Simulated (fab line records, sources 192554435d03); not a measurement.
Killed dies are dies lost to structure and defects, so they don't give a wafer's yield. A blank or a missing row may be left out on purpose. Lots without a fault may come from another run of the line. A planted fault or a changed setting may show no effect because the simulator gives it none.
Which tool did it? | flow n5_finfet | 11 lots, 33 wafers sampled, at 5 steps of a route of 1938

WHAT THE GAUGES READ, wafer by wafer
N5_BEOL_M15_INSPECT_55: inspects for defects (darkfield). Usual: raw_defect_count 71, standard deviation 21.
lot  | measured     | on                | raw_defect_count | flag
L261 | day 12 13:48 | defect_inspect-01 | 85 79 67         |
L262 | day 12 14:07 | defect_inspect-01 | 60 43 119        |
L264 | day 14 20:04 | defect_inspect-02 | 89 112 43        |
L267 | day 15 22:16 | defect_inspect-01 | 104 141 78       |
L274 | day 17 09:50 | defect_inspect-02 | 81 90 100        |
L273 | day 17 11:51 | defect_inspect-02 | 78 62 88         |
L263 | day 17 17:54 | defect_inspect-02 | 75 55 83         |
L277 | day 18 01:40 | defect_inspect-02 | 61 65 85         |
L280 | day 19 08:49 | defect_inspect-01 | 55 74 31         |
L281 | day 19 11:58 | defect_inspect-01 | 64 75 49         |
L284 | day 19 15:53 | defect_inspect-02 | 62 75 51         |

N5_MIM_BOT_LITHO_CD_MEAS_08: target cd 3000 nm. Usual: cd_nm 2999.2 nm, standard deviation 2.1.
lot  | measured     | on        | cd_nm (nm)           | flag
L261 | day 12 18:55 | cd_sem-02 | 2997.9 3001.1 2998.8 |
L262 | day 12 19:20 | cd_sem-02 | 2996.7 2994.8 2994.7 |
L264 | day 15 01:31 | cd_sem-02 | 3003.4 3001.4 3000.9 |
L267 | day 16 02:20 | cd_sem-01 | 2998.3 3000.0 3001.3 |
L274 | day 17 18:08 | cd_sem-01 | 2983.8 2981.9 2983.3 | OFF
L273 | day 17 18:41 | cd_sem-01 | 2978.1 2980.8 2979.7 | OFF
L263 | day 17 22:37 | cd_sem-02 | 2982.3 2982.9 2981.1 | OFF
L277 | day 18 05:26 | cd_sem-03 | 2999.3 2996.9 3000.9 |
L280 | day 19 16:02 | cd_sem-02 | 2998.3 2997.7 2996.1 |
L281 | day 19 16:39 | cd_sem-02 | 2997.9 2996.9 2996.8 |
L284 | day 19 21:07 | cd_sem-03 | 3001.1 2999.8 2999.5 |

WHICH TOOL RAN EACH LOT (tool, then ch and the chambers of the sampled wafers, then the start)
lot  | N5_PASSIVATION_PECVD_00         | N5_MIM_BOT_DEGAS_01          | N5_MIM_BOT_LITHO_EXPOSE_05
L261 | pecvd-02 ch 0,2, day 12 14:47   | pvd_sputter-01, day 12 16:59 | krf_scanner-01 ch 0, day 12 18:45
L262 | pecvd-01 ch 0,2, day 12 15:07   | pvd_sputter-01, day 12 17:07 | krf_scanner-02 ch 0, day 12 19:10
L264 | pecvd-01 ch 0,1,2, day 14 21:04 | pvd_sputter-01, day 14 21:13 | krf_scanner-01 ch 0, day 15 01:20
L267 | pecvd-02 ch 0,2, day 15 23:15   | pvd_sputter-02, day 15 23:43 | krf_scanner-01 ch 0, day 16 02:10
L274 | pecvd-02 ch 0,2, day 17 10:50   | pvd_sputter-03, day 17 15:39 | krf_scanner-02 ch 0, day 17 17:58
L273 | pecvd-03 ch 0,1,2, day 17 12:50 | pvd_sputter-03, day 17 16:16 | krf_scanner-02 ch 0, day 17 18:31
L263 | pecvd-03 ch 1,2, day 17 18:59   | pvd_sputter-01, day 17 20:05 | krf_scanner-02 ch 0, day 17 22:26
L277 | pecvd-03 ch 0,2, day 18 02:39   | pvd_sputter-01, day 18 03:20 | krf_scanner-01 ch 0, day 18 05:16
L280 | pecvd-03 ch 0,1, day 19 09:48   | pvd_sputter-03, day 19 10:30 | krf_scanner-01 ch 0, day 19 15:52
L281 | pecvd-01 ch 0,2, day 19 12:58   | pvd_sputter-03, day 19 14:14 | krf_scanner-01 ch 0, day 19 16:28
L284 | pecvd-02 ch 0,1, day 19 16:53   | pvd_sputter-01, day 19 17:14 | krf_scanner-01 ch 0, day 19 20:56
- N5_PASSIVATION_PECVD_00: deposits SiO2 from SiH4/N2O, target thk 200 nm, time 11.2 s.
- N5_MIM_BOT_DEGAS_01: time 60 s.
- N5_MIM_BOT_LITHO_EXPOSE_05: exposes mask MIM BOT.

WHAT THE TOOLS THEMSELVES READ (means of the sampled wafers that have a number; where no wafer has one, the mark that the record gives instead)
N5_PASSIVATION_PECVD_00. Usual: heater_power_w 663 W, standard deviation 64; showerhead_plenum_p_Torr 8.16 Torr, standard deviation 0.11; throttle_valve_pct 50.8 %, standard deviation 2.3.
lot  | tool     | heater_power_w (W) | showerhead_plenum_p_Torr (Torr) | throttle_valve_pct (%) | flag
L261 | pecvd-02 | 652                | 8.17                            | 50.8                   |
L262 | pecvd-01 | 648                | 8.11                            | 50.7                   |
L264 | pecvd-01 | 683                | 8.13                            | 49.3                   |
L267 | pecvd-02 | 638                | 8.06                            | 51.1                   |
L274 | pecvd-02 | 719                | 8.18                            | 51.0                   |
L273 | pecvd-03 | 578                | 8.16                            | 51.0                   |
L263 | pecvd-03 | 646                | 8.21                            | 49.5                   |
L277 | pecvd-03 | 658                | 8.15                            | 51.6                   |
L280 | pecvd-03 | 650                | 8.17                            | 52.5                   |
L281 | pecvd-01 | 654                | 8.11                            | 51.4                   |
L284 | pecvd-02 | 657                | 8.08                            | 50.0                   |

N5_MIM_BOT_DEGAS_01. Usual: heater_power_w 457 W, standard deviation 39.
lot  | tool           | heater_power_w (W) | flag
L261 | pvd_sputter-01 | 427                |
L262 | pvd_sputter-01 | 446                |
L264 | pvd_sputter-01 | 481                |
L267 | pvd_sputter-02 | 433                |
L274 | pvd_sputter-03 | 455                |
L273 | pvd_sputter-03 | 413                |
L263 | pvd_sputter-01 | 469                |
L277 | pvd_sputter-01 | 448                |
L280 | pvd_sputter-03 | 438                |
L281 | pvd_sputter-03 | 451                |
L284 | pvd_sputter-01 | 444                |

N5_MIM_BOT_LITHO_EXPOSE_05. Usual: exposure_dose_mJ_cm2 24.253, standard deviation 0.023.
lot  | tool           | exposure_dose_mJ_cm2 | flag
L261 | krf_scanner-01 | 24.236               |
L262 | krf_scanner-02 | 24.305               |
L264 | krf_scanner-01 | 24.252               |
L267 | krf_scanner-01 | 24.236               |
L274 | krf_scanner-02 | 21.692               | OFF
L273 | krf_scanner-02 | 21.719               | OFF
L263 | krf_scanner-02 | 21.725               | OFF
L277 | krf_scanner-01 | 24.255               |
L280 | krf_scanner-01 | 24.235               |
L281 | krf_scanner-01 | 24.261               |
L284 | krf_scanner-01 | 24.250               |

THE ANSWER, worked out from the rows above alone
Rule: a lot is off if the mean of its wafers that have a number lies more than 3 standard deviations from the usual mean. A lot without any number at a reading at which 4 lots or more have one is off too. The other lots that the step has rows for count as sound. The gauges are gone through in route order, then the tools' own readings, and for those a lot's mean is taken as printed above. The first step at which some lot is off is used, and at that step the reading that is off furthest; a lot without a number counts as furthest.
Off: L274, L273, L263, at N5_MIM_BOT_LITHO_CD_MEAS_08 (cd_nm).
A tool fits if, at a process step before that reading, it ran every lot that is off, and no sound lot after the first of them. The gauges at N5_MIM_BOT_LITHO_CD_MEAS_08 aren't tried: what is off there is off at N5_MIM_BOT_LITHO_EXPOSE_05 too, on other tools, and a gauge's error can't cause that. One fits: krf_scanner-02 at N5_MIM_BOT_LITHO_EXPOSE_05. Its last sound lot is L262 (day 12 19:10), its first lot that is off L274 (day 17 17:58): a fault that began between those two fits.
The tool's own readings at N5_MIM_BOT_LITHO_EXPOSE_05 bear it out: on the lots that are off they differ by more than 5 times the standard deviation of the sound lots' means. exposure_dose_mJ_cm2 reads 21.712 there against 24.254 on the sound lots.

WHAT THE SIMULATOR HAD PUT IN
Process parameter drift: krf_scanner-02, from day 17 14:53 on, at N5_MIM_BOT_LITHO_EXPOSE_05. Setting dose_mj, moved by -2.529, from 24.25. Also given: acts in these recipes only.
Lots struck among those shown: L274, L273, L263. The rule above found the same.
